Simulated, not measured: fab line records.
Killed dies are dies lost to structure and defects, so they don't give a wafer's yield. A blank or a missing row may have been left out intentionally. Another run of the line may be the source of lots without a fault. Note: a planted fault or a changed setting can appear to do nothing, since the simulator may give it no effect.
Which tool was responsible?	flow nand harc	Sampling: 14 lots, 42 wafers, 5 of 1302 route steps

== WHAT THE GAUGES SHOWED, per wafer ==
NHARC_A_ONON_D2_THK_MEAS_11: measures by ellipsometry. Usual: thk nm 1005 nm, standard deviation 11.
lot	measured	on	thk nm (nm)	flag
L226	day 12 14:52	film metro-02	1016 1014 1014	
L227	day 13 05:34	film metro-02	1022 1021 1020	
L229	day 14 04:29	film metro-01	996 996 997	
L228	day 14 04:50	film metro-01	1015 1018 1017	
L231	day 14 10:22	film metro-01	580 580 578	OFF
L232	day 15 12:07	film metro-02	565 563 562	OFF
L239	day 18 18:36	film metro-02	1003 1002 1003	
L241	day 19 02:32	film metro-01	997 998 998	
L240	day 19 02:34	film metro-02	998 998 998	
L243	day 19 16:19	film metro-01	1014 1013 1013	
L244	day 20 00:05	film metro-02	1004 1001 1001	
L245	day 21 05:37	film metro-02	992 993 993	
L247	day 21 18:36	film metro-01	999 1000 997	
L248	day 21 18:35	film metro-02	1006 1007 1008	

NHARC_END_SORT_01. Usual: killed at array 59, standard deviation 21; killed at other 1.0, standard deviation 1.1; killed at periphery 4.0, standard deviation 2.6; killed dies 64, standard deviation 21; killed open 3.2, standard deviation 1.7; killed short 2.5, standard deviation 1.5.
lot	measured	on	killed at array	killed at other	killed at periphery	killed dies	killed open	killed short	flag
L231	day 27 14:42	prober-01	674 675 671	0 0 0	3 2 6	677 677 677	5 2 3	1 2 3	OFF
L232	day 27 18:27	prober-02	674 675 676	0 1 0	3 1 1	677 677 677	3 3 1	2 2 0	OFF

== WHICH TOOL RAN EACH LOT (tool, then ch and the chambers of the sampled wafers, then the start) ==
lot	NHARC_A_CHANNEL_FILL_D1_ALD_25	NHARC_A_DECK1_JOINT_CMP_02	NHARC_A_ONON_D2_DEP_09
L226	ald hk-04 ch 2,3, day 10 12:01	cmp-01 ch 0,1,3, day 12 11:53	pecvd onon-03 ch 0, day 12 14:25
L227	ald hk-03 ch 1,2,3, day 11 07:57	cmp-01 ch 0,1, day 13 02:36	pecvd onon-03 ch 0, day 13 05:04
L229	ald hk-03 ch 0,2, day 12 03:31	cmp-03 ch 0,3, day 14 01:30	pecvd onon-01 ch 0, day 14 04:02
L228	ald hk-04 ch 0,2,3, day 12 04:14	cmp-04 ch 1,2, day 14 01:31	pecvd onon-01 ch 0, day 14 04:20
L231	ald hk-04 ch 0,1, day 12 13:41	cmp-01 ch 0,1,3, day 14 07:20	pecvd onon-01 ch 0, day 14 09:58
L232	ald hk-04 ch 0,1,3, day 13 15:54	cmp-03 ch 1,2, day 15 09:10	pecvd onon-01 ch 0, day 15 11:47
L239	ald hk-02 ch 0,1,2, day 16 16:23	cmp-04 ch 0,1,3, day 18 15:37	pecvd onon-04 ch 0, day 18 18:05
L241	ald hk-02 ch 0,2,3, day 17 01:15	cmp-04 ch 0,2,3, day 18 23:34	pecvd onon-01 ch 0, day 19 02:02
L240	ald hk-03 ch 0,2,3, day 17 01:16	cmp-01 ch 1,2,3, day 18 23:32	pecvd onon-04 ch 0, day 19 02:04
L243	ald hk-04 ch 0,2,3, day 17 16:01	cmp-03 ch 0,1,2, day 19 13:19	pecvd onon-01 ch 0, day 19 15:47
L244	ald hk-03 ch 1,3, day 18 00:06	cmp-03 ch 0,1,3, day 19 20:50	pecvd onon-03 ch 0, day 19 23:35
L245	ald hk-02 ch 0,2, day 19 08:26	cmp-03 ch 0,1,2, day 21 02:40	pecvd onon-01 ch 0, day 21 05:06
L247	ald hk-03 ch 1,2,3, day 19 17:41	cmp-03 ch 1,2,3, day 21 15:38	pecvd onon-01 ch 0, day 21 18:05
L248	ald hk-03 ch 2,3, day 19 20:43	cmp-04 ch 0,1,3, day 21 15:40	pecvd onon-03 ch 0, day 21 18:05
- NHARC_A_CHANNEL_FILL_D1_ALD_25: deposits SiOx, target thk 60 nm, pulse time 10 s, ald cycles 600.
- NHARC_A_DECK1_JOINT_CMP_02: polishes SiOx.
- NHARC_A_ONON_D2_DEP_09: target thk 1000 nm.

== WHAT THE TOOLS THEMSELVES READ (means of the sampled wafers that have a number; where no wafer has one, the mark that the record gives instead) ==
NHARC_A_CHANNEL_FILL_D1_ALD_25. Usual: heater power w 491 W, standard deviation 43; precursor pulse height rel 1.000, standard deviation 0.019.
lot	tool	heater power w (W)	precursor pulse height rel	flag
L226	ald hk-04	467	1.012	
L227	ald hk-03	466	1.002	
L229	ald hk-03	482	0.993	
L228	ald hk-04	505	1.005	
L231	ald hk-04	547	1.005	
L232	ald hk-04	512	1.003	
L239	ald hk-02	494	0.985	
L241	ald hk-02	512	1.013	
L240	ald hk-03	492	0.990	
L243	ald hk-04	499	0.996	
L244	ald hk-03	454	1.021	
L245	ald hk-02	513	0.990	
L247	ald hk-03	476	1.002	
L248	ald hk-03	505	1.003	

NHARC_A_DECK1_JOINT_CMP_02. Usual: motor current A 12.0 A, standard deviation 1.1; slurry filter dp kPa 13.52 kPa, standard deviation 0.14.
lot	tool	motor current A (A)	slurry filter dp kPa (kPa)	flag
L226	cmp-01	12.3	13.57	
L227	cmp-01	12.5	13.47	
L229	cmp-03	13.0	13.44	
L228	cmp-04	12.6	13.58	
L231	cmp-01	12.6	13.47	
L232	cmp-03	11.2	13.54	
L239	cmp-04	11.8	13.56	
L241	cmp-04	11.7	13.60	
L240	cmp-01	12.7	13.60	
L243	cmp-03	11.7	13.64	
L244	cmp-03	12.0	13.55	
L245	cmp-03	11.8	13.54	
L247	cmp-03	12.0	13.68	
L248	cmp-04	11.5	13.52	

== THE ANSWER, worked out from the rows above alone ==
Rule: lot off if the mean of its wafers having a number is beyond 3 standard deviations from the usual mean. A lot without any number at a reading at which 4 lots or more have one is off too. Where the step has rows for the other lots, those lots are counted as sound. Order of review: gauges by route order, followed by the tools' own readings, for which a lot's mean as printed above is used. At the first step where some lot is off, the reading lying furthest off is the one used; lots without a number count as furthest.
Off: L231, L232, at NHARC_A_ONON_D2_THK_MEAS_11 (thk nm).
If a tool, at a process step before that reading, ran all the lots that are off and no sound lot after the first of them, it fits. The gauges at NHARC_A_ONON_D2_THK_MEAS_11 aren't tried: what is off there is off at NHARC_END_SORT_01 too, on other tools, and a gauge's error can't cause that. Not one of the candidates tried fits.

== WHAT HAD BEEN PUT IN BY THE SIMULATOR ==
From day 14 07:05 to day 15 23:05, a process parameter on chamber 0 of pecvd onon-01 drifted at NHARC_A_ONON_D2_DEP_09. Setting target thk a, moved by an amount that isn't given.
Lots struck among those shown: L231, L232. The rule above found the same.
